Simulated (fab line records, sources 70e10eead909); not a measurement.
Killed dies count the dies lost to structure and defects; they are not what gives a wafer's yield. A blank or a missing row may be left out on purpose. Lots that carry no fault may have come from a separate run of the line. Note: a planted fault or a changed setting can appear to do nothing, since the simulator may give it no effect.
Chamber matching || flow nand harc || rie si-06 running NHARC_A_WL_FILL_ETCHBACK_26: 4 sister chambers
The step etches the open film in HBr, target depth 52 nm, time 13.3 s. 14 wafers are shown with their chamber, then 7 later ones without.

## EACH WAFER AND ITS CHAMBER
{"wafer": "L075.2", "chamber": 0, "drypump motor current A (A)": 6.2, "oes product au (a.u.)": 0.989, "throttle valve pct (%)": 23.275}
{"wafer": "L075.5", "chamber": 2, "drypump motor current A (A)": 5.9, "oes product au (a.u.)": 1.004, "throttle valve pct (%)": 23.266}
{"wafer": "L075.6", "chamber": 1, "drypump motor current A (A)": 5.4, "oes product au (a.u.)": 1.000, "throttle valve pct (%)": 23.270}
{"wafer": "L078.1", "chamber": 3, "drypump motor current A (A)": 5.9, "oes product au (a.u.)": 1.021, "throttle valve pct (%)": 23.275}
{"wafer": "L078.4", "chamber": 1, "drypump motor current A (A)": 5.4, "oes product au (a.u.)": 1.003, "throttle valve pct (%)": 23.280}
{"wafer": "L078.6", "chamber": 1, "drypump motor current A (A)": 5.4, "oes product au (a.u.)": 1.004, "throttle valve pct (%)": 23.277}
{"wafer": "L082.2", "chamber": 3, "drypump motor current A (A)": 5.8, "oes product au (a.u.)": 1.011, "throttle valve pct (%)": 23.278}
{"wafer": "L082.4", "chamber": 1, "drypump motor current A (A)": 5.3, "oes product au (a.u.)": 1.010, "throttle valve pct (%)": 23.255}
{"wafer": "L082.6", "chamber": 0, "drypump motor current A (A)": 6.2, "oes product au (a.u.)": 1.002, "throttle valve pct (%)": 23.284}
{"wafer": "L090.2", "chamber": 0, "drypump motor current A (A)": 6.3, "oes product au (a.u.)": 1.006, "throttle valve pct (%)": 23.275}
{"wafer": "L090.5", "chamber": 2, "drypump motor current A (A)": 6.0, "oes product au (a.u.)": 1.000, "throttle valve pct (%)": 23.260}
{"wafer": "L090.6", "chamber": 3, "drypump motor current A (A)": 5.9, "oes product au (a.u.)": 1.008, "throttle valve pct (%)": 23.274}
{"wafer": "L091.1", "chamber": 1, "drypump motor current A (A)": 5.3, "oes product au (a.u.)": 1.000, "throttle valve pct (%)": 23.262}
{"wafer": "L091.3", "chamber": 3, "drypump motor current A (A)": 5.8, "oes product au (a.u.)": 1.007, "throttle valve pct (%)": 23.245}

SIGNATURES (averages over the wafers above)
{"reading": "drypump motor current A", "chamber 0": 6.233, "chamber 1": 5.360, "chamber 2": 5.950, "chamber 3": 5.850, "scatter within a chamber": 0.058}
{"reading": "oes product au", "chamber 0": 0.99900, "chamber 1": 1.00340, "chamber 2": 1.00200, "chamber 3": 1.01175, "scatter within a chamber": 0.00597}
{"reading": "throttle valve pct", "chamber 0": 23.27800, "chamber 1": 23.26880, "chamber 2": 23.26300, "chamber 3": 23.26800, "scatter within a chamber": 0.011}
Rule: for each reading, subtract the chamber's mean from the wafer's reading, divide by that reading's scatter and square the result; add these up over the readings and take the root, which gives the wafer's distance from the chamber. If the next closest chamber is less than 2 further off than the closest, the wafer can't be placed; otherwise it belongs to the closest. How the scatter is found: for the shown wafers, subtract from each reading the mean of its chamber, square and add these, divide the total by (wafers less chambers), then take the root.

## WAFERS WITH NO CHAMBER GIVEN
{"wafer": "L091.5", "drypump motor current A (A)": 6.0, "oes product au (a.u.)": 1.004, "throttle valve pct (%)": 23.260}
{"wafer": "L097.3", "drypump motor current A (A)": 5.9, "oes product au (a.u.)": 1.006, "throttle valve pct (%)": 23.273}
{"wafer": "L097.4", "drypump motor current A (A)": 5.9, "oes product au (a.u.)": 1.003, "throttle valve pct (%)": 23.265}
{"wafer": "L097.6", "drypump motor current A (A)": 5.9, "oes product au (a.u.)": 1.002, "throttle valve pct (%)": 23.260}
{"wafer": "L096.2", "drypump motor current A (A)": 5.4, "oes product au (a.u.)": 0.998, "throttle valve pct (%)": 23.272}
{"wafer": "L096.3", "drypump motor current A (A)": 5.9, "oes product au (a.u.)": 1.001, "throttle valve pct (%)": 23.253}
{"wafer": "L096.6", "drypump motor current A (A)": 6.2, "oes product au (a.u.)": 1.004, "throttle valve pct (%)": 23.274}

## WHICH CHAMBER EACH WENT THROUGH
{"wafer": "L091.5", "from the rows above": 2, "in truth": 2}
{"wafer": "L097.3", "from the rows above": "can't be placed: 3 or 2", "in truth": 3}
{"wafer": "L097.4", "from the rows above": "can't be placed: 2 or 3", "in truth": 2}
{"wafer": "L097.6", "from the rows above": "can't be placed: 2 or 3", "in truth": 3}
{"wafer": "L096.2", "from the rows above": 1, "in truth": 1}
{"wafer": "L096.3", "from the rows above": "can't be placed: 2 or 3", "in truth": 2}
{"wafer": "L096.6", "from the rows above": 0, "in truth": 0}
Correctly placed: 3 of 7. These rows do not allow placing 4 (true chamber among the candidates in 4). Wrongly placed: 0.
